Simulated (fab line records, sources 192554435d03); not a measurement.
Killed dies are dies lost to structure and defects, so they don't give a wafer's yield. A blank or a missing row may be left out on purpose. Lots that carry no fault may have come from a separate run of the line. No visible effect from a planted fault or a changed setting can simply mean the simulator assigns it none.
Lot-split experiment -- flow n5Finfet -- 7 lots, 21 wafers read, on a route of 1938 steps

== THE SPLIT ==
At N5_MOL_CONTACT_COAG_ETCHBACK_135 (etches SiO2 in CHF3, target depth 25 nm, time 16.7 s), the setting timeS was moved away from the recipe's 16.7 s on 2 of the 21 wafers read, by -12.8% to +15.1%. The other wafers ran this setting at the recipe's value.

The reading comes from the split's own step.

== THE READING ==
SOC_of_MOL_CONTACT_COAG_COAT_75.thkNm (the simulator's own value, which no gauge read), in nm, at N5_MOL_CONTACT_COAG_ETCHBACK_135 (etches SiO2 in CHF3, target depth 25 nm, time 16.7 s). The file does not state a usual value for it. Here, 19 wafers ran the recipe; their average is 57.3 nm with a standard deviation of 0.16 nm.

wafer,"tool, chamber at the split","timeS as run, s",against the recipe,"SOC_of_MOL_CONTACT_COAG_COAT_75.thkNm, nm",against lot-mates on the recipe
L077.1,"rieDiel-02, 2,1,2",16.7,recipe,57,-
L077.5,"rieDiel-02, 2,1,2",16.7,recipe,57,-
L077.6,"rieDiel-02, 2,1,2",16.7,recipe,57,-
L078.4,"rieDiel-01, 3,2,3",16.7,recipe,57.4,-
L078.5,"rieDiel-01, 3,2,3",16.7,recipe,57.4,-
L078.6,"rieDiel-01, 3,2,3",16.7,recipe,57.4,-
L080.1,"rieDiel-06, 3,2,1",16.7,recipe,57.4,-
L080.5,"rieDiel-06, 3,2,1",16.7,recipe,57.4,-
L080.6,"rieDiel-06, 3,2,1",16.7,recipe,57.4,-
L083.4,"rieDiel-02, 2,0",16.7,recipe,57.4,-
L083.5,"rieDiel-02, 2,0",16.7,recipe,57.4,-
L083.6,"rieDiel-02, 3",19.22,+15.1%,57,-0.4
L084.2,"rieDiel-02, 3",16.7,recipe,57.4,-
L084.6,"rieDiel-02, 3",16.7,recipe,57.4,-
L084.4,"rieDiel-02, 1",16.7,recipe,57.6,-
L096.3,"rieDiel-02, 2",14.57,-12.8%,58,+0.7
L096.5,"rieDiel-02, 0",16.7,recipe,57.4,-
L096.6,"rieDiel-02, 3",16.7,recipe,57.2,-
L097.2,"rieDiel-02, 1,0,0",16.7,recipe,57.2,-
L097.4,"rieDiel-02, 1,0,0",16.7,recipe,57.2,-
L097.5,"rieDiel-02, 1,0,0",16.7,recipe,57.2,-
Where a row lists several chambers, the file gives one row for several wafers and doesn't say which wafer went through which chamber.

THE FIT
A straight line over all 21 wafers: SOC_of_MOL_CONTACT_COAG_COAT_75.thkNm changes by -0.0346 nm for each +1% of timeS; r = -0.66; the points scatter about the line by 0.18 nm.
The same after taking each lot's own level away (the mean of its wafers on the recipe; 21 wafers): -0.0384 nm for each +1%; r = -0.91; scatter 0.078 nm.
Per that fit: largest timeS move, reading shift of 0.58 nm.
From 57.00 to 57.47 nm: that is the span of the lots' own levels, equal to 2.8 times the standard deviation above.
So the lot-to-lot level blurs the effect unless lot-mates are compared.
Check: -0.828 nm against its lot-mates is what the line predicts for one of the wafers moved furthest among these (+15.1%) when that wafer is left out of the fit. Against them it came out at -0.4 nm.

== OTHER SPLITS APPLIED TO THESE WAFERS ==
These wafers also went through other splits before the reading. Each is held against what the fit with the lots' levels taken away leaves over:
other split on the same wafers,wafers away from the commonest value,r with SOC_of_MOL_CONTACT_COAG_COAT_75.thkNm (lot level and that fit taken away)
N5_SD_EPI_P_DESCUM_14 timeS,10,+0.03
N5_SDB_ETCH_18 timeS,9,+0.33
N5_HKMG_FIN_EXPOSE_09 doseMj,5,+0.45
N5_HKMG_FIN_PEB_10 pebTimeS,6,+0.29

== FILE'S OWN FIT ==
SOC_of_MOL_CONTACT_COAG_COAT_75.thkNm changes by -0.0383 nm for each +1% of timeS, r = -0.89.
